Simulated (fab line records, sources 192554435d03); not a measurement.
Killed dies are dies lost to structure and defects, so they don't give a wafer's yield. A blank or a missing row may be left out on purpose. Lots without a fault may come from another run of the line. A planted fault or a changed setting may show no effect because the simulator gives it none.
Chamber matching | flow n5_finfet | N5_BEOL_M14_DEP_53 on pecvd-02: 3 sister chambers
The step deposits SiCN from 3MS/NH3, target thk 50 nm, time 17.8 s. 18 wafers are shown with their chamber, then 9 later ones without.

WAFERS WITH THEIR CHAMBER
wafer  | chamber | throttle_valve_pct (%) | showerhead_plenum_p_Torr (Torr)
L081.2 | 2       | 16.5                   | 4.138
L081.5 | 2       | 16.5                   | 4.146
L081.6 | 1       | 18.8                   | 4.158
L086.2 | 1       | 18.6                   | 4.160
L086.3 | 0       | 18.0                   | 4.143
L086.5 | 2       | 16.6                   | 4.142
L085.2 | 0       | 18.0                   | 4.130
L085.4 | 2       | 16.6                   | 4.139
L085.5 | 0       | 17.9                   | 4.142
L087.3 | 1       | 18.7                   | 4.162
L087.4 | 0       | 18.1                   | 4.138
L087.5 | 1       | 18.8                   | 4.152
L089.1 | 0       | 17.9                   | 4.138
L089.5 | 2       | 16.9                   | 4.153
L089.6 | 0       | 17.9                   | 4.144
L092.1 | 0       | 18.1                   | 4.134
L092.3 | 1       | 18.7                   | 4.164
L092.4 | 1       | 18.8                   | 4.164

SIGNATURES (means of the wafers above)
reading                  | chamber 0 | chamber 1 | chamber 2 | scatter within a chamber
throttle_valve_pct       | 17.986    | 18.733    | 16.620    | 0.113
showerhead_plenum_p_Torr | 4.13843   | 4.16000   | 4.14360   | 0.00522
Rule: a wafer's distance from a chamber is the root of the sum, over the readings, of the square of ((its reading less the chamber's mean) divided by the reading's scatter). The wafer belongs to the nearest chamber; if the next one is less than 2 further off, it can't be placed. The scatter: the root of (the sum of the squares of (reading less its chamber's mean) over the shown wafers, divided by (wafers less chambers)).

WAFERS WITHOUT THEIR CHAMBER
wafer  | throttle_valve_pct (%) | showerhead_plenum_p_Torr (Torr)
L091.1 | 16.5                   | 4.150
L091.2 | 18.9                   | 4.163
L091.6 | 16.7                   | 4.132
L093.2 | 18.9                   | 4.152
L093.4 | 16.7                   | 4.141
L093.5 | 18.9                   | 4.157
L097.1 | 19.1                   | 4.156
L097.3 | 18.8                   | 4.160
L097.5 | 18.9                   | 4.158

WHICH CHAMBER EACH WENT THROUGH
wafer  | from the rows above | in truth
L091.1 | 2                   | 2
L091.2 | 1                   | 1
L091.6 | 2                   | 2
L093.2 | 1                   | 1
L093.4 | 2                   | 2
L093.5 | 1                   | 1
L097.1 | 1                   | 1
L097.3 | 1                   | 1
L097.5 | 1                   | 1
Placed correctly: 9 of 9. Can't be placed from these rows: 0. Placed wrongly: 0.
